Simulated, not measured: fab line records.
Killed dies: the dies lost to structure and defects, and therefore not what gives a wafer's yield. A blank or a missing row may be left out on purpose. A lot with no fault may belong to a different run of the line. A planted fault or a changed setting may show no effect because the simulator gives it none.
fab line records | flow n5_finfet
record: lots: 10 | wafers: 30 | last_day: 16
route steps=1938 shown BEOL_M2@904 TV_OPEN@1889 PASSIVATION@1926
lots untouched by any fault: they come from a run of this same line in which no faults occurred
start_h: hours from the record's first day to the start of the lot's first wafer shown | wait_h: hours from the lot's prior step to this one | " as in the row above | L1.1+2: several wafers, shown together as one row | - no value present, or no start provided | * or withheld: withheld | < > ~ a bound
route shown NAME@n: NAME is a module with steps in the file, n the number in the route of the first one | usual: mean/standard deviation of fault-free wafers | same: alike in all rows | chamber/n: place in a boat | sites: readings site by site | _std_site: the standard deviation of these | _edge_site: the outer-site mean with the inner-site mean subtracted | radius_mm: for every site, how far away it sits from the centre of the wafer | mask NAME#n: copy n | behind: the tool/chamber that last shaped the wafer | hold: why the lot was held/for how many hours/how that ended | device: transistor that didn't switch, given as n, p or np | end of line: tests run on the same wafers once the route is complete | a step given without rows: its recipe and nothing more | killed: at the first sort, the dies lost to defects and structure; wafer yield is something else | map: the dies of a wafer, with x for killed, . for not killed, _ for no die there
set.NAME: the setting as run; set.NAME@STEP: as run at that earlier step | model.NAME: the simulator's own value behind a step, which no gauge read
one table for each step of the route and one row for each wafer, over a sample of lots
services: the hour from which a tool's chamber was out of use, counted from the record's first day as start_h (under 0 if before that day), plus the number of hours and why
== steps ==
step: N5_BEOL_M2_SPUTTER_48
recipe: material: Cu | target_thk_a: 45 | temp_c: -20 | chamber_pressure_pa: 0.07 | power_w: withheld | time_s: 8.29
usual: throttle_valve_pct: 29.8/0.94
lot.wafer | tool           | chamber | start_h | wait_h | throttle_valve_pct
L162.1    | pvd_sputter-01 | -       | 149.44  | 0.2    | 27.8
L162.3    | "              | -       | "       | "      | 30.0
L162.6    | "              | -       | "       | "      | 30.3
L163.1    | pvd_sputter-03 | -       | 159.59  | 1.3    | 31.6
L163.3    | "              | -       | "       | "      | 30.5
L163.4    | "              | -       | "       | "      | 29.8
L164.1    | pvd_sputter-02 | -       | 161.01  | 0.2    | 29.8
L164.4    | "              | -       | "       | "      | 28.6
L164.6    | "              | -       | "       | "      | 28.7
L166.2    | pvd_sputter-01 | -       | 166.80  | 0.1    | 30.4
L166.3    | "              | -       | "       | "      | 29.7
L166.6    | "              | -       | "       | "      | 30.3
L167.3    | pvd_sputter-03 | -       | 174.03  | 0.1    | 31.6
L167.5    | "              | -       | "       | "      | 29.3
L167.6    | "              | -       | "       | "      | 31.4
L168.2    | pvd_sputter-02 | -       | 182.63  | 0.1    | 30.3
L168.3    | "              | -       | "       | "      | 30.1
L168.4    | "              | -       | "       | "      | 30.0
L171.1    | pvd_sputter-02 | -       | 207.83  | 0.4    | 29.9
L171.2    | "              | -       | "       | "      | 30.1
L171.4    | "              | -       | "       | "      | 30.1
L172.1    | pvd_sputter-02 | -       | 210.65  | 0.4    | 28.5
L172.2    | "              | -       | "       | "      | 30.3
L172.3    | "              | -       | "       | "      | 29.6
L174.1    | pvd_sputter-03 | -       | 221.72  | 0.1    | 29.7
L174.2    | "              | -       | "       | "      | 29.7
L174.4    | "              | -       | "       | "      | 31.6
L178.2    | pvd_sputter-02 | -       | 245.95  | 0.2    | 28.6
L178.4    | "              | -       | "       | "      | 30.3
L178.5    | "              | -       | "       | "      | 30.0
step: N5_PASSIVATION_STRIP_14
recipe: chemistry: O2 | power_w: 600 | temp_c: 60 | pressure_mtorr: 30 | rf_frequency_hz: 6e+07 | bias_power_w: 0 | overash_fraction: 0.5 | o2_flow_sccm: 225
usual: drypump_motor_current_A: 5.8/0.41 | oes_product_au: 0.77/0.081 | rf_vpp_V: 3.5/1 | showerhead_plenum_p_Torr: 2.06/0.052 | temp_c: 59.99/0.11 | throttle_valve_pct: 16.74/0.21
same: overash_fraction: 0.5
lot.wafer | tool        | chamber | start_h | wait_h | drypump_motor_current_A | oes_product_au | rf_hours_counter_h | rf_vpp_V | showerhead_plenum_p_Torr | temp_c | throttle_valve_pct
L162.1    | rie_diel-06 | 3       | 281.17  | 0.1    | 5.2                     | 0.72           | 233                | 3.8      | 2.15                     | 60.01  | 16.95
L162.3    | "           | 2       | "       | "      | 6.2                     | 0.71           | 219                | 3.7      | 2.08                     | 60.17  | 17.09
L162.6    | "           | 3       | "       | "      | 5.2                     | 0.70           | -                  | 2.3      | 2.15                     | 59.94  | 16.96
L164.1    | rie_diel-02 | 1       | 284.00  | 0.1    | 5.8                     | 0.96           | 18                 | 2.9      | 2.03                     | 59.97  | 16.75
L164.4    | "           | 0       | "       | "      | 5.0                     | 0.82           | 76                 | 3.7      | 2.03                     | 60.04  | 16.57
L164.6    | "           | 2       | "       | "      | 6.0                     | 0.71           | -                  | 2.5      | 2.15                     | 59.97  | 16.97
L163.1    | rie_diel-02 | 2       | 295.98  | 0.1    | 6.0                     | 0.68           | 205                | 5.2      | 2.15                     | 59.89  | 16.97
L163.3    | "           | 0       | "       | "      | 5.0                     | 0.82           | 80                 | 4.2      | 2.03                     | 60.20  | 16.59
L163.4    | "           | 3       | "       | "      | 6.3                     | 0.80           | 110                | 3.1      | 2.10                     | 60.06  | 16.72
L167.3    | rie_diel-01 | 0       | 302.78  | 0.1    | 6.4                     | 0.87           | 45                 | 3.5      | 2.05                     | 60.07  | 16.32
L167.5    | "           | 3       | "       | "      | 6.2                     | 0.72           | -                  | 3.4      | 2.02                     | 60.06  | 16.74
L167.6    | "           | 0       | "       | "      | 6.4                     | 0.89           | -                  | 3.3      | 2.04                     | 60.02  | 16.31
L166.2    | rie_diel-01 | 1       | 307.26  | 0.1    | 5.5                     | 0.72           | 212                | 2.7      | 1.97                     | 60.04  | 16.51
L166.3    | "           | 2       | "       | "      | 5.9                     | 0.75           | 200                | 2.8      | 2.10                     | 60.09  | 16.92
L166.6    | "           | 1       | "       | "      | 5.5                     | 0.71           | -                  | 3.0      | 1.97                     | 59.95  | 16.46
L168.2    | rie_diel-02 | 2       | 335.32  | 0.1    | 6.0                     | 0.68           | 220                | 3.0      | 2.14                     | 60.07  | 16.99
L168.3    | "           | 3       | "       | "      | 6.3                     | 0.78           | 123                | 4.9      | 2.10                     | 59.96  | 16.69
L168.4    | "           | 0       | "       | "      | 5.0                     | 0.81           | 95                 | 4.0      | 2.02                     | 59.88  | 16.61
L171.1    | rie_diel-02 | 2       | 339.95  | 0.1    | 6.0                     | 0.67           | 222                | 4.3      | 2.14                     | 60.05  | 17.00
L171.2    | "           | 3       | "       | "      | 6.3                     | 0.77           | 124                | 2.8      | 2.09                     | 59.96  | 16.73
L171.4    | "           | 1       | "       | "      | 5.8                     | 0.91           | -                  | 2.8      | 2.03                     | 60.10  | 16.82
L172.1    | rie_diel-02 | 3       | 341.04  | 0.1    | 6.3                     | 0.77           | 125                | 4.7      | 2.09                     | 60.08  | 16.73
L172.2    | "           | 1       | "       | "      | 5.8                     | 0.90           | 41                 | 2.2      | 2.03                     | 60.04  | 16.78
L172.3    | "           | 2       | "       | "      | 6.0                     | 0.68           | 223                | 3.0      | 2.14                     | 59.94  | 16.99
L174.1    | rie_diel-01 | 3       | 349.36  | 0.1    | 6.2                     | 0.72           | 197                | 2.3      | 2.01                     | 59.77  | 16.79
L174.2    | "           | 0       | "       | "      | 6.4                     | 0.84           | 63                 | 4.9      | 2.04                     | 59.90  | 16.36
L174.4    | "           | 2       | "       | "      | 5.8                     | 0.73           | -                  | 4.2      | 2.09                     | 60.20  | 16.94
L178.2    | rie_diel-01 | 3       | 371.60  | 0.1    | 6.2                     | 0.71           | 205                | 3.2      | 2.01                     | 60.07  | 16.83
L178.4    | "           | 1       | "       | "      | 5.4                     | 0.71           | 230                | 3.2      | 1.96                     | 59.88  | 16.54
L178.5    | "           | 2       | "       | "      | 5.9                     | 0.73           | -                  | 5.6      | 2.09                     | 60.20  | 16.94
step: N5_PASSIVATION_OVL_MEAS_66
recipe: points_per_wafer: 44
usual: PASS_OPEN_OVL: 4/7.3
lot.wafer | tool       | chamber | start_h | wait_h | PASS_OPEN_OVL[nm]
L162.1    | overlay-01 | 0       | 286.45  | 0.0    | -2
L162.3    | "          | 0       | "       | "      | -12
L162.6    | "          | 0       | "       | "      | 6
L164.1    | overlay-01 | 0       | 287.39  | 0.0    | -11
L164.4    | "          | 0       | "       | "      | 12
L164.6    | "          | 0       | "       | "      | 5
L163.1    | overlay-01 | 0       | 300.88  | 0.0    | -1
L163.3    | "          | 0       | "       | "      | 6
L163.4    | "          | 0       | "       | "      | 1
L167.3    | overlay-01 | 0       | 306.38  | 0.0    | 3
L167.5    | "          | 0       | "       | "      | -10
L167.6    | "          | 0       | "       | "      | 15
L166.2    | overlay-02 | 0       | 310.26  | 0.0    | 3
L166.3    | "          | 0       | "       | "      | -1
L166.6    | "          | 0       | "       | "      | 10
L168.2    | overlay-02 | 0       | 339.23  | 0.0    | 11
L168.3    | "          | 0       | "       | "      | 8
L168.4    | "          | 0       | "       | "      | 6
L171.1    | overlay-02 | 0       | 343.46  | 0.0    | 3
L171.2    | "          | 0       | "       | "      | -10
L171.4    | "          | 0       | "       | "      | -14
L172.1    | overlay-01 | 0       | 344.52  | 0.0    | 6
L172.2    | "          | 0       | "       | "      | -1
L172.3    | "          | 0       | "       | "      | 14
L174.1    | overlay-01 | 0       | 354.52  | 0.0    | -6
L174.2    | "          | 0       | "       | "      | 8
L174.4    | "          | 0       | "       | "      | 7
L178.2    | overlay-01 | 0       | 375.07  | 0.0    | -6
L178.4    | "          | 0       | "       | "      | 1
L178.5    | "          | 0       | "       | "      | 15
step: N5_PASSIVATION_PASS_ETCH_47
recipe: chemistry: CF4/O2 | target: SiNx | target_depth_a: 7700 | time_s: 385 | ion_energy_ev: 100 | pressure_mtorr: 40 | source_w: 535 | bias_w: 49 | Ar_flow_sccm: 100 | cf4_flow_sccm: 100 | O2_flow_sccm: 10
usual: cf4_flow_sccm: 100.0/0.33 | drypump_motor_current_A: 5.6/0.56 | oes_product_au: 0.78/0.058 | rf_vpp_V: 239/4.8 | showerhead_plenum_p_Torr: 2.18/0.081 | throttle_valve_pct: 15.93/0.2
lot.wafer | tool        | chamber | start_h | wait_h | cf4_flow_sccm | drypump_motor_current_A | oes_product_au | rf_hours_counter_h | rf_vpp_V | showerhead_plenum_p_Torr | throttle_valve_pct
L162.1    | rie_diel-05 | 2       | 287.32  | 0.0    | 99.7          | 6.0                     | 0.76           | 137                | 245      | 2.20                     | 16.12
L162.3    | "           | 3       | "       | "      | 100.1         | 4.7                     | 0.78           | 111                | 234      | 2.14                     | 15.98
L162.6    | "           | 1       | "       | "      | 100.2         | 5.9                     | 0.79           | -                  | 234      | 2.14                     | 16.13
L164.1    | rie_diel-04 | 1       | 289.19  | 0.0    | 100.6         | 6.1                     | 0.82           | 93                 | 245      | 2.31                     | 15.66
L164.4    | "           | 0       | "       | "      | 100.4         | 6.5                     | 0.77           | 127                | 241      | 2.30                     | 15.82
L164.6    | "           | 0       | "       | "      | 100.4         | 6.5                     | 0.77           | -                  | 241      | 2.30                     | 15.82
L163.1    | rie_diel-05 | 1       | 300.98  | 0.0    | 100.1         | 5.8                     | 0.79           | 128                | 235      | 2.14                     | 16.15
L163.3    | "           | 3       | "       | "      | 99.5          | 4.7                     | 0.77           | 116                | 235      | 2.14                     | 16.02
L163.4    | "           | 0       | "       | "      | 100.0         | 5.2                     | 0.72           | 181                | 238      | 2.11                     | 15.76
L167.3    | rie_diel-04 | 3       | 306.81  | 0.0    | 99.2          | 5.9                     | 0.86           | 57                 | 234      | 2.32                     | 15.92
L167.5    | "           | 2       | "       | "      | 100.3         | 5.8                     | 0.90           | -                  | 247      | 2.17                     | 15.45
L167.6    | "           | 3       | "       | "      | 99.6          | 5.9                     | 0.86           | -                  | 234      | 2.32                     | 15.89
L166.2    | rie_diel-03 | 1       | 310.35  | 0.0    | 100.3         | 6.3                     | 0.94           | 5                  | 236      | 2.26                     | 15.89
L166.3    | "           | 2       | "       | "      | 100.3         | 4.8                     | 0.86           | 59                 | 243      | 2.15                     | 15.61
L166.6    | "           | 3       | "       | "      | 99.9          | 5.5                     | 0.70           | -                  | 243      | 2.03                     | 16.07
L168.2    | rie_diel-05 | 1       | 339.36  | 0.0    | 99.4          | 5.8                     | 0.77           | 142                | 234      | 2.13                     | 16.18
L168.3    | "           | 0       | "       | "      | 100.2         | 5.2                     | 0.71           | 193                | 237      | 2.10                     | 15.78
L168.4    | "           | 2       | "       | "      | 99.7          | 6.0                     | 0.75           | 158                | 247      | 2.19                     | 16.16
L171.1    | rie_diel-05 | 2       | 343.65  | 0.0    | 100.3         | 6.0                     | 0.75           | 159                | 248      | 2.19                     | 16.15
L171.2    | "           | 0       | "       | "      | 99.8          | 5.2                     | 0.71           | 195                | 236      | 2.10                     | 15.80
L171.4    | "           | 1       | "       | "      | 100.3         | 5.9                     | 0.77           | 144                | 233      | 2.13                     | 16.18
L172.1    | rie_diel-03 | 2       | 344.75  | 0.0    | 100.0         | 4.8                     | 0.84           | 72                 | 244      | 2.14                     | 15.63
L172.2    | "           | 1       | "       | "      | 100.0         | 6.3                     | 0.91           | 17                 | 234      | 2.25                     | 15.89
L172.3    | "           | 3       | "       | "      | 100.3         | 5.5                     | 0.69           | 221                | 242      | 2.02                     | 16.11
L174.1    | rie_diel-05 | 1       | 355.09  | 0.0    | 100.1         | 5.8                     | 0.77           | 148                | 236      | 2.13                     | 16.18
L174.2    | "           | 3       | "       | "      | 100.0         | 4.7                     | 0.76           | 134                | 235      | 2.13                     | 16.03
L174.4    | "           | 2       | "       | "      | 99.8          | 6.0                     | 0.74           | 164                | 246      | 2.19                     | 16.18
L178.2    | rie_diel-05 | 3       | 375.17  | 0.0    | 99.8          | 4.7                     | 0.75           | 141                | 234      | 2.13                     | 16.04
L178.4    | "           | 1       | "       | "      | 100.4         | 5.8                     | 0.76           | 155                | 233      | 2.13                     | 16.20
L178.5    | "           | 0       | "       | "      | 99.5          | 5.2                     | 0.71           | -                  | 237      | 2.10                     | 15.83
step: N5_PASSIVATION_PROBE_49
usual: defect_limited_yield: 91.2/1.5 | killed_at_M0_to_M3: 34/11 | killed_at_M4_up: 14/5.4 | killed_at_contacts: 12/5.9 | killed_at_front_end: 40/12 | killed_at_other: 4/3.3 | killed_dies: 103/18 | killed_on_rim: 14/4.1 | killed_open: 68/13 | killed_short: 34/7.5 | sort_bin_5_function: 5.1/1 | sort_bin_6_memory: 3.3/0.7 | sort_n_pass: 1076/18 | sort_yield_pct: 91.2/1.5
same: gross_dies: 1180 | killed_at_back_side: 0 | sort_bin_4_leakage[%]: 0 | sort_bin_8_speed[%]: 0
lot.wafer | tool      | chamber | start_h | wait_h | defect_limited_yield[%] | killed_at_M0_to_M3 | killed_at_M4_up | killed_at_contacts | killed_at_front_end | killed_at_other | killed_dies | killed_on_rim | killed_open | killed_short | sort_bin_5_function[%] | sort_bin_6_memory[%] | sort_n_pass | sort_yield_pct[%]
L162.1    | prober-02 | -       | 290.33  | 0.0    | 92.7                    | 19                 | 5               | 26                 | 36                  | 0               | 86          | 14            | 57          | 28           | 4.3                    | 2.7                  | 1094        | 92.7
L162.3    | prober-02 | -       | 290.43  | 0.1    | 92.3                    | 13                 | 8               | 13                 | 57                  | 0               | 91          | 16            | 48          | 41           | 4.2                    | 3.1                  | 1089        | 92.3
L162.6    | prober-02 | -       | 290.58  | 0.3    | 93.1                    | 12                 | 9               | 11                 | 48                  | 2               | 82          | 15            | 56          | 25           | 4.3                    | 2.5                  | 1098        | 93.1
L178.2    | prober-01 | -       | 378.26  | 0.1    | 93.0                    | 36                 | 9               | 5                  | 30                  | 3               | 83          | 10            | 59          | 24           | 4.1                    | 2.7                  | 1097        | 93.0
L178.4    | prober-01 | -       | 378.36  | 0.2    | 82.3                    | 159                | 6               | 5                  | 35                  | 4               | 209         | 34            | 65          | 28           | 9.7                    | 3.4                  | 971         | 82.3
L178.5    | prober-01 | -       | 378.41  | 0.2    | 81.7                    | 139                | 23              | 10                 | 41                  | 3               | 216         | 32            | 62          | 36           | 9.8                    | 5.0                  | 964         | 81.7
killed by level:class
L162.1 MOL_CONTACT_COAG:geometric_particle:open=23 FIN_SAQP:geometric_particle:open=8 STI_FIN_REVEAL:geometric_particle:open=7 FIN_SAQP:geometric_particle:short=6 STI_FIN_REVEAL:geometric_particle:short=5 ILD0:geometric_particle:open=3 GATE_CUT:geometric_particle:short=3 MOL_CONTACT_COAG:geometric_particle:short=3
L162.3 STI_FIN_REVEAL:geometric_particle:open=11 FIN_SAQP:geometric_particle:short=9 MOL_CONTACT_COAG:geometric_particle:open=8 GATE_CUT:geometric_particle:short=7 STI_FIN_REVEAL:geometric_particle:short=5 MOL_CONTACT_COAG:geometric_particle:short=5 FIN_SAQP:geometric_particle:open=4 BEOL_M4:geometric_particle:open=4
L162.6 FIN_SAQP:geometric_particle:open=9 DUMMY_GATE:geometric_particle:open=9 MOL_CONTACT_COAG:geometric_particle:open=8 FIN_SAQP:geometric_particle:short=6 STI_FIN_REVEAL:geometric_particle:open=6 BEOL_M0_SAQP:geometric_particle:open=4 STARTING-WAFER:geometric_particle:open=4 DUMMY_GATE:geometric_particle:short=3
L178.2 STI_FIN_REVEAL:geometric_particle:open=12 BEOL_M0_SAQP:geometric_particle:open=9 BEOL_M1:geometric_particle:open=7 BEOL_M3:geometric_particle:open=6 MOL_CONTACT_COAG:geometric_particle:open=5 BEOL_M0_SAQP:geometric_particle:short=5 FIN_SAQP:geometric_particle:short=3 STI_FIN_REVEAL:geometric_particle:short=3
L178.4 BEOL_M2:unspecified=116 BEOL_M3:geometric_particle:open=9 BEOL_M0_SAQP:geometric_particle:open=8 BEOL_M0_SAQP:geometric_particle:short=8 BEOL_M1:geometric_particle:open=8 STI_FIN_REVEAL:geometric_particle:open=7 FIN_SAQP:geometric_particle:open=5 MOL_CONTACT_COAG:geometric_particle:open=5
L178.5 BEOL_M2:unspecified=118 STI_FIN_REVEAL:geometric_particle:open=12 MOL_CONTACT_COAG:geometric_particle:short=6 BEOL_M4:geometric_particle:open=6 FIN_SAQP:geometric_particle:open=5 BEOL_M1:geometric_particle:open=5 ILD0:geometric_particle:open=4 MOL_CONTACT_COAG:geometric_particle:open=4
== services ==
tool           | chamber | start_h | hours | kind
rie_diel-06    | 3       | 134.11  | 4.1   | repair
pvd_sputter-03 | -       | 152.30  | 1.4   | repair
rie_diel-05    | 0       | 167.54  | 4.6   | repair
rie_diel-06    | -       | 176.96  | 1.2   | repair
rie_diel-03    | 2       | 185.10  | 3.2   | repair
rie_diel-05    | -       | 196.32  | 1.0   | repair
rie_diel-04    | -       | 199.04  | 0.5   | repair
rie_diel-06    | 2       | 204.70  | 3.3   | repair
rie_diel-02    | 1       | 208.27  | -     | clean
rie_diel-02    | 1       | 208.27  | -     | consumable_replace:focus_ring
rie_diel-02    | 1       | 208.27  | 17.2  | scheduled_down
rie_diel-02    | 0       | 242.88  | 8.6   | repair
rie_diel-06    | -       | 246.07  | 0.3   | repair
pvd_sputter-02 | -       | 281.96  | 0.5   | repair
rie_diel-03    | -       | 282.27  | 14.6  | pm
rie_diel-05    | -       | 290.03  | 0.5   | repair
rie_diel-06    | -       | 291.33  | 15.6  | pm
rie_diel-04    | -       | 306.33  | 0.4   | repair
rie_diel-02    | 3       | 315.13  | 4.7   | repair
rie_diel-02    | 0       | 339.01  | 2.1   | repair
rie_diel-01    | 1       | 348.30  | 14.7  | repair
rie_diel-02    | 0       | 361.56  | 5.1   | repair
rie_diel-01    | -       | 368.32  | 1.0   | repair
rie_diel-03    | 3       | 374.28  | 19.2  | repair
== key ==
first_sign: step: N5_PASSIVATION_PROBE_49 | reading: killed_at_M0_to_M3 | direction: up | sigmas: 10 | usual: 34 | struck: 149
effect: step: N5_PASSIVATION_PROBE_49 | reading: defect_limited_yield | direction: down | sigmas: 6.2 | usual: 91.2 | struck: 82.0
more_kills_born_at: N5_BEOL_M2_SPUTTER_48@pvd_sputter-02: 234
met_at N5_BEOL_M2_SPUTTER_48
struck_lots L178
struck_wafers L178.4,L178.5
not_acting_at N5_PASSIVATION_STRIP_14,N5_PASSIVATION_OVL_MEAS_66,N5_PASSIVATION_PASS_ETCH_47
onset_between 210.65 245.95
fault: kind: chamber_particle_source | tool: pvd_sputter-02 | chamber: - | onset_h: 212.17 | steps: N5_BEOL_M2_SPUTTER_48 | rate_per_visit_cm2: 2.2132 | end_h: 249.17 | scope: struck_wafers_only
